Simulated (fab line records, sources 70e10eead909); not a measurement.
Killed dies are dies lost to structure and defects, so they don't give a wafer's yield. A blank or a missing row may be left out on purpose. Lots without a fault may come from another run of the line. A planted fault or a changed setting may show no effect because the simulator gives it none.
Chamber matching | flow nand_harc | NHARC_A_WL_FILL_ALD_00 on ald_hk-03: 4 sister chambers
The step deposits Al2O3, target thk 3 nm, pulse time 3 s, ald cycles 30. 8 wafers are shown with their chamber, then 8 later ones without.

WAFERS WITH THEIR CHAMBER
wafer  | chamber | heater_power_w (W) | precursor_pulse_height_rel
L079.1 | 1       | 417                | 0.968
L079.4 | 2       | 470                | 0.960
L081.1 | 0       | 438                | 0.988
L081.4 | 2       | 487                | 0.999
L081.3 | 1       | 417                | 0.990
L081.5 | 3       | 411                | 1.001
L081.6 | 0       | 430                | 0.991
L082.3 | 3       | 413                | 1.026

WAFERS WITHOUT THEIR CHAMBER
wafer  | heater_power_w (W) | precursor_pulse_height_rel
L082.4 | 474                | 0.995
L082.6 | 431                | 0.975
L087.3 | 449                | 0.979
L087.4 | 457                | 1.027
L087.6 | 456                | 1.019
L090.2 | 434                | 0.987
L090.5 | 419                | 0.976
L090.6 | 454                | 0.984

WHICH CHAMBER EACH WENT THROUGH
wafer  | from the rows above     | in truth
L082.4 | 2                       | 2
L082.6 | can't be placed: 0 or 1 | 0
L087.3 | 0                       | 0
L087.4 | can't be placed: 0 or 2 | 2
L087.6 | can't be placed: 0 or 2 | 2
L090.2 | 0                       | 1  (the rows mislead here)
L090.5 | can't be placed: 1 or 3 | 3
L090.6 | can't be placed: 0 or 2 | 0
Placed correctly: 2 of 8. Can't be placed from these rows: 5 (the true chamber is among the candidates in 5). Placed wrongly: 1.
How it was worked out, from the rows above alone: a wafer's distance from a chamber is the root of the sum, over the readings, of the square of ((its reading less the chamber's mean) divided by the reading's scatter). The wafer belongs to the nearest chamber; if the next one is less than 2 further off, it can't be placed. A chamber's mean is the mean of its shown wafers. The scatter: the root of (the sum of the squares of (reading less its chamber's mean) over the shown wafers, divided by (wafers less chambers)).
